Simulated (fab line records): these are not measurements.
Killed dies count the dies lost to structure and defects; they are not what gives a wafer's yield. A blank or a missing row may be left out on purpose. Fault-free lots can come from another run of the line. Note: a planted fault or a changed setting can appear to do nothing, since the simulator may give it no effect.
Matching of chambers ; flow n5 finfet ; ald sin-01 running N5_BEOL_M0_SAQP_SPACER2_ALD_26: 4 sister chambers
The step deposits SiO2, target thk 15 nm, pulse time 1 s, purge time 2 s. 14 wafers are shown with their chamber, then 7 later ones without.

## WAFERS WITH THEIR CHAMBER
wafer;chamber;heater power w (W);precursor pulse height rel
L076.1;3;522;0.997
L076.4;0;520;1.017
L076.6;0;504;1.006
L080.3;2;500;1.032
L080.4;1;516;1.017
L080.5;2;497;1.007
L081.1;1;513;1.016
L081.5;1;508;1.043
L081.6;2;474;0.972
L084.1;2;506;1.010
L084.3;1;510;0.987
L084.4;0;512;1.034
L088.1;1;493;0.954
L088.3;2;474;1.016

SIGNATURES, as means of the wafers listed above
reading;chamber 0;chamber 1;chamber 2;chamber 3;scatter within a chamber
heater power w;512.00;508.00;490.20;522.00;11.7
precursor pulse height rel;1.01900;1.00340;1.00740;0.99700;0.0264
Rule: a wafer lies at a distance from a chamber equal to the root of the sum of squares, over the readings, of (its reading less the chamber's mean, divided by the reading's scatter). If the next closest chamber is less than 2 further off than the closest, the wafer can't be placed; otherwise it belongs to the closest. How the scatter is found: for the shown wafers, subtract from each reading the mean of its chamber, square and add these, divide the total by (wafers less chambers), then take the root.

## WAFERS WITHOUT THEIR CHAMBER
wafer;heater power w (W);precursor pulse height rel
L088.4;498;0.990
L090.1;508;1.007
L090.2;480;1.014
L090.5;492;0.997
L096.1;480;1.015
L096.3;477;0.984
L096.5;505;1.001

## THE CHAMBER EACH PASSED THROUGH
wafer;from the rows above;in truth
L088.4;can't be placed: 2 or 1 or 0 or 3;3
L090.1;can't be placed: 1 or 0 or 3 or 2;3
L090.2;can't be placed: 2 or 1 or 0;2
L090.5;can't be placed: 2 or 1 or 0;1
L096.1;can't be placed: 2 or 1 or 0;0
L096.3;can't be placed: 2 or 1 or 0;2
L096.5;can't be placed: 1 or 0 or 2 or 3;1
Correct placement for 0 of the 7. Cannot be placed on the basis of these rows: 7; the candidates contain the true chamber in 7. Number placed wrongly: 0.
